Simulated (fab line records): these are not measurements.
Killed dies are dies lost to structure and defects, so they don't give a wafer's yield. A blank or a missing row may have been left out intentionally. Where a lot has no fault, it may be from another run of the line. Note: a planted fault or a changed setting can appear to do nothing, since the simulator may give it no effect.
Matching of chambers :: flow nandHarc :: rieDiel-11 running NHARC_P_STI_DESCUM_14: 4 sister chambers
The step chemistry O2, time 3 s. 24 wafers are shown with their chamber, then 12 later ones without.

## WAFERS WITH THEIR CHAMBER
wafer: L077.1
chamber: 0
drypumpMotorCurrentA (A): 6.6
oesProductAu (a.u.): 1.002
rfVppV (V): 58.4

wafer: L077.2
chamber: 3
drypumpMotorCurrentA (A): 6.2
oesProductAu (a.u.): 1.007
rfVppV (V): 57.8

wafer: L077.6
chamber: 2
drypumpMotorCurrentA (A): 5.9
oesProductAu (a.u.): 0.986
rfVppV (V): 57.3

wafer: L079.1
chamber: 0
drypumpMotorCurrentA (A): 6.6
oesProductAu (a.u.): 0.999
rfVppV (V): 56.1

wafer: L079.2
chamber: 3
drypumpMotorCurrentA (A): 6.3
oesProductAu (a.u.): 1.006
rfVppV (V): 57.8

wafer: L079.5
chamber: 2
drypumpMotorCurrentA (A): 5.9
oesProductAu (a.u.): 0.982
rfVppV (V): 58.7

wafer: L080.3
chamber: 0
drypumpMotorCurrentA (A): 6.6
oesProductAu (a.u.): 1.004
rfVppV (V): 57.9

wafer: L080.4
chamber: 0
drypumpMotorCurrentA (A): 6.6
oesProductAu (a.u.): 1.005
rfVppV (V): 58.8

wafer: L080.5
chamber: 1
drypumpMotorCurrentA (A): 6.0
oesProductAu (a.u.): 1.001
rfVppV (V): 56.6

wafer: L081.4
chamber: 1
drypumpMotorCurrentA (A): 6.0
oesProductAu (a.u.): 0.998
rfVppV (V): 57.9

wafer: L081.5
chamber: 3
drypumpMotorCurrentA (A): 6.3
oesProductAu (a.u.): 1.003
rfVppV (V): 56.0

wafer: L081.6
chamber: 0
drypumpMotorCurrentA (A): 6.6
oesProductAu (a.u.): 1.006
rfVppV (V): 58.0

wafer: L083.2
chamber: 2
drypumpMotorCurrentA (A): 5.9
oesProductAu (a.u.): 0.979
rfVppV (V): 56.4

wafer: L083.3
chamber: 0
drypumpMotorCurrentA (A): 6.7
oesProductAu (a.u.): 0.998
rfVppV (V): 57.1

wafer: L083.5
chamber: 1
drypumpMotorCurrentA (A): 6.0
oesProductAu (a.u.): 1.002
rfVppV (V): 58.0

wafer: L084.2
chamber: 0
drypumpMotorCurrentA (A): 6.6
oesProductAu (a.u.): 0.998
rfVppV (V): 58.4

wafer: L084.3
chamber: 1
drypumpMotorCurrentA (A): 6.0
oesProductAu (a.u.): 1.008
rfVppV (V): 57.8

wafer: L084.6
chamber: 2
drypumpMotorCurrentA (A): 5.9
oesProductAu (a.u.): 0.986
rfVppV (V): 57.3

wafer: L084.1
chamber: 3
drypumpMotorCurrentA (A): 6.3
oesProductAu (a.u.): 0.999
rfVppV (V): 55.8

wafer: L084.4
chamber: 2
drypumpMotorCurrentA (A): 5.9
oesProductAu (a.u.): 0.980
rfVppV (V): 56.4

wafer: L084.5
chamber: 1
drypumpMotorCurrentA (A): 6.0
oesProductAu (a.u.): 1.004
rfVppV (V): 58.4

wafer: L087.2
chamber: 3
drypumpMotorCurrentA (A): 6.3
oesProductAu (a.u.): 1.010
rfVppV (V): 58.1

wafer: L087.4
chamber: 2
drypumpMotorCurrentA (A): 5.9
oesProductAu (a.u.): 0.988
rfVppV (V): 56.6

wafer: L087.5
chamber: 1
drypumpMotorCurrentA (A): 6.0
oesProductAu (a.u.): 1.010
rfVppV (V): 57.3

SIGNATURES (averages over the wafers above)
reading: drypumpMotorCurrentA
chamber 0: 6.614
chamber 1: 6.000
chamber 2: 5.900
chamber 3: 6.280
scatter within a chamber: 0.0288

reading: oesProductAu
chamber 0: 1.00171
chamber 1: 1.00383
chamber 2: 0.98350
chamber 3: 1.00500
scatter within a chamber: 0.00392

reading: rfVppV
chamber 0: 57.814
chamber 1: 57.667
chamber 2: 57.117
chamber 3: 57.100
scatter within a chamber: 0.891
Rule: for a wafer and a chamber, the distance is found by dividing, reading by reading, the gap between the wafer's reading and the chamber's mean by the reading's scatter, squaring, summing and taking the root. The wafer belongs to the nearest chamber; if the next one is less than 2 further off, it can't be placed. How the scatter is found: for the shown wafers, subtract from each reading the mean of its chamber, square and add these, divide the total by (wafers less chambers), then take the root.

## WAFERS MISSING THEIR CHAMBER
wafer: L089.1
drypumpMotorCurrentA (A): 5.9
oesProductAu (a.u.): 0.990
rfVppV (V): 57.4

wafer: L089.3
drypumpMotorCurrentA (A): 6.0
oesProductAu (a.u.): 1.005
rfVppV (V): 57.7

wafer: L089.4
drypumpMotorCurrentA (A): 6.3
oesProductAu (a.u.): 0.999
rfVppV (V): 58.9

wafer: L093.1
drypumpMotorCurrentA (A): 6.6
oesProductAu (a.u.): 1.008
rfVppV (V): 58.5

wafer: L093.3
drypumpMotorCurrentA (A): 6.0
oesProductAu (a.u.): 1.005
rfVppV (V): 57.4

wafer: L093.6
drypumpMotorCurrentA (A): 5.9
oesProductAu (a.u.): 1.000
rfVppV (V): 58.1

wafer: L094.2
drypumpMotorCurrentA (A): 6.6
oesProductAu (a.u.): 0.994
rfVppV (V): 58.3

wafer: L094.3
drypumpMotorCurrentA (A): 5.9
oesProductAu (a.u.): 0.991
rfVppV (V): 58.5

wafer: L094.4
drypumpMotorCurrentA (A): 6.2
oesProductAu (a.u.): 1.007
rfVppV (V): 58.5

wafer: L097.1
drypumpMotorCurrentA (A): 6.0
oesProductAu (a.u.): 1.002
rfVppV (V): 57.6

wafer: L097.4
drypumpMotorCurrentA (A): 6.6
oesProductAu (a.u.): 1.003
rfVppV (V): 57.5

wafer: L097.6
drypumpMotorCurrentA (A): 5.9
oesProductAu (a.u.): 0.984
rfVppV (V): 57.2

## EACH ONE'S CHAMBER
wafer: L089.1
from the rows above: 2
in truth: 2

wafer: L089.3
from the rows above: 1
in truth: 1

wafer: L089.4
from the rows above: 3
in truth: 3

wafer: L093.1
from the rows above: 0
in truth: 0

wafer: L093.3
from the rows above: 1
in truth: 1

wafer: L093.6
from the rows above: can't be placed: 1 or 2
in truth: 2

wafer: L094.2
from the rows above: 0
in truth: 0

wafer: L094.3
from the rows above: 2
in truth: 2

wafer: L094.4
from the rows above: 3
in truth: 3

wafer: L097.1
from the rows above: 1
in truth: 1

wafer: L097.4
from the rows above: 0
in truth: 0

wafer: L097.6
from the rows above: 2
in truth: 2
Correct placement for 11 of the 12. Unplaceable from these rows: 1, with the true chamber sitting among the candidates in 1. Number placed wrongly: 0.
